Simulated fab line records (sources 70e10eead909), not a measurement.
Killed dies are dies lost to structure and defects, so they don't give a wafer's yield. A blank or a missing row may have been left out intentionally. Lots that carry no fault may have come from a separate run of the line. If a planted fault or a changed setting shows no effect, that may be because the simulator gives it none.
fab line records ; flow nandHarc
record lots=12; wafers=36; lastDay=33
route steps=1302 shown A_BLC@1136 A_M0@1151 END@1302
lots that met no fault: from a run of the same line without faults
startH: start of the lot's first displayed wafer, in hours after the record's first day ; waitH: how many hours have passed since the lot's step before this one ; " same as the row above ; L1.1+2: a row that stands for several wafers ; - no value, or no start was given ; * or withheld: withheld ; < > ~ a bound
route shown NAME@n: names a module that has steps shown in the file, with the first one's number in the route ; usual: the fault-free wafers' mean and standard deviation ; same: alike in all rows ; chamber/n: place in a boat ; sites: the reading at each site ; _std_site: standard deviation across them ; _edge_site: mean of outer sites minus mean of inner sites ; radiusMm: how far each site lies from the wafer's centre ; mask NAME#n: copy n ; behind: the tool/chamber that last shaped the wafer ; hold: the reason the lot was held/the length of the hold in hours/how it ended ; device: names the non-switching transistor (n, p or np) ; end of line: tests of these same wafers at the route's end ; a step with no rows: only its recipe ; killed: not the wafer's yield, but the dies lost to structure and defects at the first sort ; map: a wafer's dies, x killed, . not, _ none there
set.NAME: the setting that was run; set.NAME@STEP: the one run at that earlier step ; model.NAME: the simulator's own value behind a step, which no gauge read
a sample of lots followed through the steps of the route, with each step as a table and each wafer as a row
services: a tool's chamber out of use, with start hour (startH, from the record's first day; less than 0 if before it), hours out, and reason
## steps
# step NHARC_A_BLC_INSPECT_28
# usual rawDefectCount=528/130
lot.wafer;tool;chamber;startH;waitH;rawDefectCount
L621.3;defectInspect-01;-;530.77;0.1;577
L621.4;defectInspect-01;-;530.77;0.1;751
L621.5;defectInspect-01;-;530.77;0.1;592
L623.1;defectInspect-02;-;551.14;0.1;927
L623.3;defectInspect-02;-;551.14;0.1;774
L623.4;defectInspect-02;-;551.14;0.1;1016
L625.1;defectInspect-01;-;556.75;0.1;395
L625.4;defectInspect-01;-;556.75;0.1;457
L625.6;defectInspect-01;-;556.75;0.1;528
L624.2;defectInspect-01;-;557.48;0.1;429
L624.4;defectInspect-01;-;557.48;0.1;505
L624.6;defectInspect-01;-;557.48;0.1;493
L626.1;defectInspect-01;-;562.98;0.1;613
L626.2;defectInspect-01;-;562.98;0.1;630
L626.6;defectInspect-01;-;562.98;0.1;479
L627.1;defectInspect-01;-;579.75;0.1;525
L627.2;defectInspect-01;-;579.75;0.1;617
L627.3;defectInspect-01;-;579.75;0.1;466
L633.1;defectInspect-01;-;656.51;0.1;448
L633.4;defectInspect-01;-;656.51;0.1;504
L633.6;defectInspect-01;-;656.51;0.1;488
L634.1;defectInspect-02;-;659.85;0.1;425
L634.3;defectInspect-02;-;659.85;0.1;492
L634.4;defectInspect-02;-;659.85;0.1;503
L642.1;defectInspect-02;-;720.27;0.1;564
L642.3;defectInspect-02;-;720.27;0.1;437
L642.5;defectInspect-02;-;720.27;0.1;558
L643.1;defectInspect-01;-;721.94;0.1;307
L643.2;defectInspect-01;-;721.94;0.1;301
L643.4;defectInspect-01;-;721.94;0.1;452
L641.1;defectInspect-01;-;734.38;0.1;405
L641.4;defectInspect-01;-;734.38;0.1;361
L641.6;defectInspect-01;-;734.38;0.1;362
L644.1;defectInspect-01;-;746.71;0.1;705
L644.4;defectInspect-01;-;746.71;0.1;644
L644.6;defectInspect-01;-;746.71;0.1;809
# step NHARC_A_M0_ETCH_34
# recipe targetDepthA=400; overetchA=120; timeS=43.94; ionEnergyEv=200; n2FlowSccm=150; h2FlowSccm=150; arFlowSccm=0; rfW=400; biasW=150; chemistry=N2/H2
# usual drypumpMotorCurrentA=5.8/0.48; oesProductAu=1.002/0.012; rfVppV=431.1/2.8; showerheadPlenumPTorr=2.06/0.098; throttleValvePct=14.171/0.0093
lot.wafer;tool;chamber;startH;waitH;drypumpMotorCurrentA;oesProductAu;rfHoursCounterH;rfVppV;showerheadPlenumPTorr;throttleValvePct
L621.4;rieDiel-02;3;531.94;0.1;5.6;1.005;5.4;429.0;1.98;14.164
L621.3;rieDiel-02;1;531.94;0.1;4.9;0.990;5.4;427.1;1.94;14.179
L621.5;rieDiel-02;0;531.94;0.1;6.7;0.967;-;428.3;1.96;14.172
L623.3;rieDiel-10;1;552.32;0.1;5.9;1.010;7.4;430.0;1.98;14.161
L623.4;rieDiel-10;2;552.32;0.1;5.6;0.997;7.5;432.8;2.16;14.172
L623.1;rieDiel-10;0;552.32;0.1;5.5;1.021;7.1;432.7;2.15;14.150
L625.1;rieDiel-10;1;557.92;0.1;5.9;1.006;8.0;428.7;1.98;14.174
L625.4;rieDiel-10;3;557.92;0.1;6.2;0.993;7.8;427.9;1.96;14.187
L625.6;rieDiel-10;1;557.92;0.1;5.9;1.000;-;429.6;1.98;14.158
L624.4;rieDiel-05;3;558.65;0.1;6.8;1.007;8.3;431.1;2.09;14.177
L624.2;rieDiel-05;0;558.65;0.1;5.3;1.018;8.6;431.9;2.13;14.177
L624.6;rieDiel-05;3;558.65;0.1;6.7;1.001;-;431.1;2.09;14.176
L626.2;rieDiel-10;1;564.03;0.1;5.9;1.002;8.2;428.6;1.98;14.168
L626.1;rieDiel-10;0;564.03;0.1;5.5;1.027;8.1;434.4;2.15;14.179
L626.6;rieDiel-10;1;564.03;0.1;5.9;1.007;-;428.4;1.98;14.173
L627.3;rieDiel-05;2;580.92;0.1;6.0;1.013;7.0;435.5;2.20;14.166
L627.2;rieDiel-05;3;580.92;0.1;6.7;1.004;8.9;432.9;2.09;14.186
L627.1;rieDiel-05;0;580.92;0.1;5.3;1.025;9.2;431.6;2.13;14.164
L633.4;rieDiel-10;2;657.69;0.1;5.6;1.015;2.3;432.8;2.16;14.169
L633.1;rieDiel-10;0;657.69;0.1;5.5;0.991;2.7;434.7;2.15;14.171
L633.6;rieDiel-10;2;657.69;0.1;5.6;1.002;-;434.5;2.16;14.173
L634.1;rieDiel-02;0;661.02;0.1;6.7;0.986;6.6;427.2;1.96;14.173
L634.4;rieDiel-02;1;661.02;0.1;5.0;0.983;6.6;427.2;1.93;14.166
L634.3;rieDiel-02;3;661.02;0.1;5.6;0.990;5.8;428.0;1.98;14.185
L642.1;rieDiel-02;3;721.58;0.1;5.6;1.005;8.6;427.7;1.98;14.185
L642.3;rieDiel-02;1;721.58;0.1;5.0;1.000;10.7;427.7;1.93;14.174
L642.5;rieDiel-02;1;721.58;0.1;5.0;1.001;-;426.6;1.93;14.174
L643.1;rieDiel-02;0;723.13;0.1;6.7;0.989;9.7;428.9;1.95;14.176
L643.2;rieDiel-02;1;723.13;0.1;4.9;1.014;10.8;428.1;1.93;14.176
L643.4;rieDiel-02;3;723.13;0.1;5.6;1.004;8.7;430.1;1.98;14.186
L641.1;rieDiel-10;2;735.56;0.1;5.6;1.007;6.6;433.9;2.16;14.174
L641.4;rieDiel-10;0;735.56;0.1;5.5;0.988;7.3;432.6;2.15;14.193
L641.6;rieDiel-10;1;735.56;0.1;5.9;0.988;-;429.9;1.97;14.169
L644.1;rieDiel-05;0;747.76;0.1;5.3;0.999;7.2;434.3;2.13;14.177
L644.6;rieDiel-05;0;747.76;0.1;5.3;0.999;-;433.5;2.13;14.176
L644.4;rieDiel-05;1;747.76;0.1;5.7;1.012;-;433.6;2.13;14.176
# step NHARC_A_M0_ECD_22
# recipe targetThkA=4000; bathTempC=25; material=Cu
lot.wafer;tool;chamber;startH;waitH
L621.4+3+5;ecdCu-02;0,1,0;533.23;-
L623.1+3+4;ecdCu-02;1,0,1;553.57;-
L625.1+4+6;ecdCu-01;0,0,1;559.12;-
L624.2+4+6;ecdCu-02;0,0,1;559.93;-
L626.2+1+6;ecdCu-01;0,1,0;565.23;-
L627.2+1+3;ecdCu-01;1,0,1;582.12;-
L633.1+4+6;ecdCu-02;1,1,0;658.98;-
L634.1+3+4;ecdCu-02;1,1,0;662.22;-
L642.1+3+5;ecdCu-02;0;722.87;-
L643.1+2+4;ecdCu-01;0,1,1;724.34;-
L641.1+4+6;ecdCu-01;0,1,0;736.88;-
L644.1+4+6;ecdCu-01;1,1,0;748.99;-
# step NHARC_A_M0_CMP_23
# recipe tOverpolishS=20; targetThkNm=113.75
# usual motorCurrentA=11.6/0.91; timeToEndpointS=29.4/3
lot.wafer;tool;chamber;startH;waitH;motorCurrentA;timeToEndpointS
L621.4;cmp-02;0;533.85;-;11.0;27.5
L621.3;cmp-02;2;533.85;-;13.1;32.2
L621.5;cmp-02;0;533.85;-;11.2;29.7
L623.4;cmp-04;2;554.27;-;10.9;24.6
L623.3;cmp-04;3;554.27;-;10.9;31.4
L623.1;cmp-04;0;554.27;-;12.6;26.0
L625.4;cmp-03;3;559.83;-;12.2;26.8
L625.1;cmp-03;1;559.83;-;13.0;33.4
L625.6;cmp-03;0;559.83;-;10.9;27.6
L624.4;cmp-03;3;560.64;-;12.2;28.2
L624.2;cmp-03;1;560.64;-;12.7;34.9
L624.6;cmp-03;3;560.64;-;11.7;27.7
L626.2;cmp-04;1;565.95;-;11.7;26.7
L626.1;cmp-04;2;565.95;-;10.8;27.7
L626.6;cmp-04;1;565.95;-;10.9;28.9
L627.3;cmp-04;3;582.84;-;11.2;30.7
L627.2;cmp-04;0;582.84;-;12.4;30.6
L627.1;cmp-04;1;582.84;-;11.2;28.2
L633.4;cmp-04;2;659.65;-;10.4;27.5
L633.1;cmp-04;0;659.65;-;12.8;28.0
L633.6;cmp-04;2;659.65;-;10.9;40.3
L634.4;cmp-03;0;662.94;-;11.1;42.1
L634.3;cmp-03;1;662.94;-;13.2;36.2
L634.1;cmp-03;3;662.94;-;12.0;29.8
L642.1;cmp-04;0;723.60;-;13.0;28.5
L642.3;cmp-04;1;723.60;-;11.9;30.5
L642.5;cmp-04;3;723.60;-;10.9;31.1
L643.1;cmp-03;1;725.07;-;13.6;36.4
L643.4;cmp-03;2;725.07;-;12.1;28.7
L643.2;cmp-03;0;725.07;-;9.8;27.9
L641.4;cmp-04;3;737.56;-;10.9;32.6
L641.1;cmp-04;2;737.56;-;10.8;25.9
L641.6;cmp-04;3;737.56;-;11.4;32.5
L644.1;cmp-04;1;750.10;-;11.2;27.5
L644.4;cmp-04;2;750.10;-;10.8;23.3
L644.6;cmp-04;0;750.10;-;12.3;28.5
# step NHARC_A_M0_INSPECT_27
# usual rawDefectCount=520/120
lot.wafer;tool;chamber;startH;waitH;rawDefectCount
L621.3;defectInspect-02;-;534.32;0.0;465
L621.4;defectInspect-02;-;534.32;0.0;431
L621.5;defectInspect-02;-;534.32;0.0;462
L623.1;defectInspect-01;-;554.71;0.0;502
L623.3;defectInspect-01;-;554.71;0.0;543
L623.4;defectInspect-01;-;554.71;0.0;517
L625.1;defectInspect-01;-;560.30;0.0;733
L625.4;defectInspect-01;-;560.30;0.0;536
L625.6;defectInspect-01;-;560.30;0.0;503
L624.2;defectInspect-01;-;561.09;0.0;458
L624.4;defectInspect-01;-;561.09;0.0;745
L624.6;defectInspect-01;-;561.09;0.0;948
L626.1;defectInspect-02;-;566.42;0.0;538
L626.2;defectInspect-02;-;566.42;0.0;469
L626.6;defectInspect-02;-;566.42;0.0;645
L627.1;defectInspect-02;-;583.30;0.0;530
L627.2;defectInspect-02;-;583.30;0.0;519
L627.3;defectInspect-02;-;583.30;0.0;508
L633.1;defectInspect-02;-;660.12;0.0;589
L633.4;defectInspect-02;-;660.12;0.0;641
L633.6;defectInspect-02;-;660.12;0.0;595
L634.1;defectInspect-01;-;663.41;0.0;427
L634.3;defectInspect-01;-;663.41;0.0;550
L634.4;defectInspect-01;-;663.41;0.0;548
L642.1;defectInspect-01;-;724.01;0.0;437
L642.3;defectInspect-01;-;724.01;0.0;481
L642.5;defectInspect-01;-;724.01;0.0;428
L643.1;defectInspect-01;-;725.55;0.0;295
L643.2;defectInspect-01;-;725.55;0.0;285
L643.4;defectInspect-01;-;725.55;0.0;362
L641.1;defectInspect-01;-;738.03;0.0;406
L641.4;defectInspect-01;-;738.03;0.0;447
L641.6;defectInspect-01;-;738.03;0.0;432
L644.1;defectInspect-01;-;750.56;0.0;612
L644.4;defectInspect-01;-;750.56;0.0;639
L644.6;defectInspect-01;-;750.56;0.0;592
# step NHARC_END_SORT_01
# recipe tempC=25
# usual defectLimitedYield=90.6/2.5; killedAtArray=59/17; killedAtOther=0.9/1.6; killedAtPeriphery=3.7/2.3; killedDies=64/17; killedOpen=3.3/1.8; killedShort=2.4/1.6
# same grossDies=677
lot.wafer;tool;chamber;startH;waitH;defectLimitedYield[%];killedAtArray;killedAtOther;killedAtPeriphery;killedDies;killedOpen;killedShort
L624.2;prober-01;0;605.70;2.8;86.1;86;3;5;94;1;3
L624.4;prober-01;0;607.28;3.4;87.6;79;1;4;84;1;1
L624.6;prober-01;0;608.85;3.9;83.9;96;6;7;109;0;2
L627.2;prober-01;0;620.53;2.8;92.0;50;1;3;54;9;2
L627.3;prober-01;0;621.33;3.1;91.4;54;1;3;58;8;4
L634.1;prober-01;0;700.55;2.5;90.4;61;0;4;65;3;4
L634.3;prober-01;0;702.15;3.1;90.1;66;1;0;67;4;2
L634.4;prober-01;0;702.94;3.4;88.8;74;0;2;76;3;0
L643.1;prober-02;0;765.00;2.5;93.8;39;1;2;42;1;0
L643.2;prober-02;0;765.80;2.8;94.1;34;1;5;40;3;3
L643.4;prober-02;0;767.39;3.4;92.6;44;0;6;50;1;3
L644.1;prober-02;0;787.58;2.5;90.0;66;1;1;68;2;3
L644.4;prober-02;0;789.94;3.4;88.2;76;0;4;80;8;6
L644.6;prober-02;0;791.52;3.9;89.2;68;2;3;73;1;2
# killed by level:class
L624.2 A_CHANNEL_HOLE_D1:chamberFilmFlake=30 A_SLIT:chamberFilmFlake=28 A_CHANNEL_HOLE_D2:chamberFilmFlake=10 A_STAIRCASE:chamberFilmFlake=7 P_STI:chamberFilmFlake=3 A_DECK1_JOINT:chamberFilmFlake=3 A_CONTACT:chamberFilmFlake=3 THIN_TSV:chamberFilmFlake=3
L624.4 A_CHANNEL_HOLE_D1:chamberFilmFlake=30 A_SLIT:chamberFilmFlake=27 A_CHANNEL_HOLE_D2:chamberFilmFlake=13 P_STI:chamberFilmFlake=2 A_CHANNEL_FILL_D1:chamberFilmFlake=2 A_DECK1_JOINT:chamberFilmFlake=2 A_CONTACT:chamberFilmFlake=2 P_M1:geometricParticle:open=1
L624.6 A_SLIT:chamberFilmFlake=37 A_CHANNEL_HOLE_D1:chamberFilmFlake=34 A_CHANNEL_HOLE_D2:chamberFilmFlake=13 A_STAIRCASE:chamberFilmFlake=7 THIN_TSV:chamberFilmFlake=6 P_STI:chamberFilmFlake=5 A_CONTACT:chamberFilmFlake=4 P_STI:geometricParticle:short=2
L627.2 A_CHANNEL_HOLE_D1:chamberFilmFlake=25 A_CHANNEL_HOLE_D2:chamberFilmFlake=14 P_CONTACT:geometricParticle:open=3 A_CHANNEL_FILL_D1:geometricParticle:open=2 A_CONTACT:geometricParticle:open=2 A_CHANNEL_FILL_D1:geometricParticle:short=1 A_ONON_D2:geometricParticle:open=1 A_STAIRCASE:geometricParticle:short=1
L627.3 A_CHANNEL_HOLE_D1:chamberFilmFlake=29 A_CHANNEL_HOLE_D2:chamberFilmFlake=11 A_CHANNEL_FILL_D2:geometricParticle:open=2 A_M1:geometricParticle:open=2 A_CHANNEL_FILL_D2:chamberFilmFlake=2 A_CONTACT:chamberFilmFlake=2 P_GATE:geometricParticle:open=1 P_CONTACT:geometricParticle:open=1
L634.1 A_CHANNEL_HOLE_D1:chamberFilmFlake=20 A_CHANNEL_HOLE_D2:chamberFilmFlake=17 A_CONTACT:chamberFilmFlake=5 A_BLC:chamberFilmFlake=4 A_ZERO_WELL:chamberFilmFlake=3 A_SLIT:chamberFilmFlake=3 A_CHANNEL_FILL_D1:geometricParticle:open=2 P_ZERO_WELL:chamberFilmFlake=2
L634.3 A_CHANNEL_HOLE_D1:chamberFilmFlake=28 A_CHANNEL_HOLE_D2:chamberFilmFlake=14 A_CONTACT:chamberFilmFlake=6 A_BLC:chamberFilmFlake=3 A_CHANNEL_HOLE_D1:geometricParticle:open=2 A_ZERO_WELL:chamberFilmFlake=2 A_SLIT:chamberFilmFlake=2 A_DECK1_JOINT:chamberFilmFlake=2
L634.4 A_CHANNEL_HOLE_D1:chamberFilmFlake=28 A_CHANNEL_HOLE_D2:chamberFilmFlake=26 A_CONTACT:chamberFilmFlake=11 P_BONDPAD:chamberFilmFlake=2 A_WL_FILL:chamberFilmFlake=2 A_CHANNEL_HOLE_D1:geometricParticle:open=1 A_CHANNEL_FILL_D1:geometricParticle:open=1 A_CHANNEL_FILL_D2:geometricParticle:open=1
L643.1 A_CHANNEL_HOLE_D2:chamberFilmFlake=30 A_SLIT:chamberFilmFlake=6 P_STI:chamberFilmFlake=2 A_DECK1_JOINT:geometricParticle:open=1 A_STAIRCASE:chamberFilmFlake=1 A_WL_FILL:chamberFilmFlake=1 THIN_TSV:chamberFilmFlake=1
L643.2 A_CHANNEL_HOLE_D2:chamberFilmFlake=22 A_SLIT:chamberFilmFlake=8 P_CONTACT:geometricParticle:open=2 P_STI:chamberFilmFlake=2 A_ONON_D2:geometricParticle:short=1 A_SGD_CUT:geometricParticle:short=1 A_M0:geometricParticle:short=1 P_ZERO_WELL:chamberFilmFlake=1
L643.4 A_CHANNEL_HOLE_D2:chamberFilmFlake=31 A_SLIT:chamberFilmFlake=7 P_STI:chamberFilmFlake=5 A_STAIRCASE:chamberFilmFlake=3 P_M0:geometricParticle:open=1 A_CHANNEL_FILL_D1:geometricParticle:short=1 A_CHANNEL_FILL_D2:geometricParticle:short=1 A_STAIRCASE:geometricParticle:short=1
L644.1 A_SLIT:chamberFilmFlake=29 A_CHANNEL_HOLE_D1:chamberFilmFlake=17 A_CONTACT:chamberFilmFlake=11 A_WL_FILL:chamberFilmFlake=3 A_ONON_D1:geometricParticle:open=1 A_CHANNEL_HOLE_D2:geometricParticle:short=1 A_WL_FILL:geometricParticle:short=1 A_CONTACT:geometricParticle:open=1
L644.4 A_SLIT:chamberFilmFlake=34 A_CHANNEL_HOLE_D1:chamberFilmFlake=18 A_CONTACT:chamberFilmFlake=9 P_CONTACT:geometricParticle:open=2 A_WL_FILL:geometricParticle:open=2 A_BLC:geometricParticle:open=2 A_CHANNEL_FILL_D1:chamberFilmFlake=2 P_GATE:geometricParticle:short=1
L644.6 A_SLIT:chamberFilmFlake=39 A_CHANNEL_HOLE_D1:chamberFilmFlake=11 A_CONTACT:chamberFilmFlake=9 A_CHANNEL_HOLE_D2:chamberFilmFlake=3 A_CHANNEL_FILL_D2:chamberFilmFlake=3 P_GATE:chamberFilmFlake=2 THIN_TSV:chamberFilmFlake=2 P_M1:geometricParticle:short=1
## services
tool;chamber;startH;hours;kind
ecdCu-01;-;512.21;8.0;pm
ecdCu-01;-;545.87;1.3;repair
cmp-03;-;554.00;4.0;pm
rieDiel-02;0;562.49;9.7;repair
rieDiel-02;-;570.72;9.0;pm
ecdCu-02;-;581.34;2.7;repair
ecdCu-02;-;596.12;8.0;pm
rieDiel-10;-;596.50;9.0;pm
cmp-04;-;599.33;0.2;repair
cmp-04;-;601.36;4.0;pm
rieDiel-02;2;603.56;2.1;repair
rieDiel-10;1;617.49;7.7;repair
cmp-04;-;626.41;1.2;repair
rieDiel-10;3;626.86;4.2;repair
rieDiel-02;3;649.09;6.9;repair
cmp-03;-;652.00;4.0;pm
cmp-03;-;658.86;3.2;repair
cmp-03;-;666.61;1.9;repair
ecdCu-02;-;683.26;0.9;repair
cmp-03;-;685.41;1.0;repair
ecdCu-01;-;688.21;8.0;pm
cmp-03;-;694.27;0.6;repair
cmp-04;-;699.36;4.0;pm
cmp-03;-;699.94;1.3;repair
## key
firstSign step=NHARC_A_M0_CMP_23; reading=timeToEndpointS; direction=up; sigmas=3.9; usual=*; struck=*
effect none on later readings
metAt NHARC_A_M0_ECD_22
struckLots L633,L634
struckWafers L633.6,L634.4
notActingAt NHARC_A_BLC_INSPECT_28,NHARC_A_M0_ETCH_34,NHARC_A_M0_INSPECT_27
onsetBetween 559.93 658.98
fault kind=processParameterDrift; tool=ecdCu-02; chamber=0; onsetH=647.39; steps=NHARC_A_M0_ECD_22; channel=targetThkA; offset=*; shape=step; endH=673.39; actsIn=*; stated=*
